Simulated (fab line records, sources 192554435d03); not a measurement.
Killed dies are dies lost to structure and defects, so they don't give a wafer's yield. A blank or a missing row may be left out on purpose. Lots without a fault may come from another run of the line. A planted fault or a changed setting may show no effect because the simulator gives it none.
Split-lot experiment | flow n5_finfet | 7 lots, 21 wafers read, on a route of 1938 steps

THE SPLIT
At N5_SD_EPI_N_PEB_07 (peb time 60 s), the setting peb_temp_c was moved away from the recipe's 110 C on 6 of the 21 wafers read, by +1.7% to +2.9%. The other wafers ran this setting at the recipe's value.

FROM THE SPLIT TO THE READING: what the file shows between them, 1 step
- N5_SD_EPI_N_DEVELOP_08: develop time 30 s

THE READING
cd_nm, in nm, at N5_SD_EPI_N_CD_MEAS_09 (target cd 120 nm). Fault-free wafers of this fab line usually give 119.3 nm, standard deviation 0.67 nm.

wafer  | tool, chamber at the split | peb_temp_c as run, C | against the recipe | cd_nm, nm | against lot-mates on the recipe
L075.1 | litho_track-03, 0          | 110                  | recipe             | 117.2     | -
L075.5 | litho_track-03, 0          | 110                  | recipe             | 119.4     | -
L075.6 | litho_track-03, 0          | 110                  | recipe             | 116.4     | -
L078.3 | litho_track-05, 0          | 111.9                | +1.7%              | 127.8     | +8.1
L078.5 | litho_track-05, 0          | 110                  | recipe             | 119.8     | -
L078.6 | litho_track-05, 0          | 110                  | recipe             | 119.6     | -
L079.2 | litho_track-03, 0          | 110                  | recipe             | 120.5     | -
L079.4 | litho_track-03, 0          | 110                  | recipe             | 120.8     | -
L079.6 | litho_track-03, 0          | 110                  | recipe             | 118.6     | -
L085.1 | litho_track-02, 0          | 113.2                | +2.9%              | 127.2     | +8.0
L085.2 | litho_track-02, 0          | 110                  | recipe             | 119.2     | -
L085.3 | litho_track-02, 0          | 113.2                | +2.9%              | 126.7     | +7.5
L091.3 | litho_track-03, 0          | 110                  | recipe             | 120.2     | -
L091.4 | litho_track-03, 0          | 112.4                | +2.2%              | 125.5     | +5.3
L091.5 | litho_track-03, 0          | 112.4                | +2.2%              | 127.8     | +7.6
L092.2 | litho_track-05, 0          | 110                  | recipe             | 119.8     | -
L092.3 | litho_track-05, 0          | 110                  | recipe             | 120.4     | -
L092.5 | litho_track-05, 0          | 110                  | recipe             | 119.6     | -
L093.3 | litho_track-03, 0          | 110                  | recipe             | 116.6     | -
L093.4 | litho_track-03, 0          | 110                  | recipe             | 119.5     | -
L093.5 | litho_track-03, 0          | 113                  | +2.7%              | 123.5     | +5.5

THE FIT
A straight line over all 21 wafers: cd_nm changes by +2.79 nm for each +1% of peb_temp_c; r = +0.88; the points scatter about the line by 1.8 nm.
The same after taking each lot's own level away (the mean of its wafers on the recipe; 21 wafers): +2.73 nm for each +1%; r = +0.93; scatter 1.3 nm.
On that fit, the largest move of peb_temp_c shifts the reading by 7.9 nm.
The lots' own levels span 117.67 to 120.20 nm, that is 3.8 times the standard deviation above.
So the lot-to-lot level changes the slope little: the two slopes agree.
Check: with one of the wafers moved furthest among these (+2.9%) left out of the fit, the line predicts +8.05 nm for it against its lot-mates. It came out at +8 nm against them.

OTHER SPLITS ON THESE WAFERS
These wafers also went through other splits before the reading. Each is held against what the fit with the lots' levels taken away leaves over:
other split on the same wafers | wafers away from the commonest value | r with cd_nm (lot level and that fit taken away)
N5_DUMMY_GATE_COAT_28 spin_rpm | 8                                    | +0.36
N5_SD_EPI_N_EXPOSE_06 dose_mj  | 8                                    | +0.80

THE WHOLE CHAIN: every reading that the file lists as answering this split, in the file's order
step                    | what it does                                                | reading                                                         | change (the file's fit)                                                                 | r (the file's)
N5_SD_EPI_N_CD_MEAS_09  | target cd 120 nm                                            | cd_nm                                                           | +2.76 nm for each +1% of the setting                                                    | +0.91
N5_SD_EPI_N_DESCUM_14   | chemistry O2, time 7.9 s                                    | SD_EPI_N.cd_nm (the simulator's own value, which no gauge read) | +2.84 nm for each +1% of the setting                                                    | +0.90
N5_SD_EPI_N_ETCH_35     | etches SOC in N2/H2, overetch 108 nm, time 486 s            | SD_EPI_N.cd_nm (the simulator's own value, which no gauge read) | +2.41 nm for each +1% of the setting                                                    | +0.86
N5_SD_EPI_N_ETCHBACK_44 | etches SiNx in CH3F/O2, stops on SiO2, target depth 14.5 nm | SD_EPI_N.cd_nm (the simulator's own value, which no gauge read) | +2.46 nm for each +1% of the setting                                                    | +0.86
N5_SD_EPI_N_ETCH_34     | etches SiARC in CF4, target depth 45.5 nm, time 75.8 s      | SD_EPI_N.cd_nm (the simulator's own value, which no gauge read) | +2.62 nm for each +1% of the setting, in a fit together with dose_mj@SD_EPI_N_EXPOSE_06 | 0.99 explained

THE FILE'S OWN FIT
cd_nm changes by +2.76 nm for each +1% of peb_temp_c, r = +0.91.
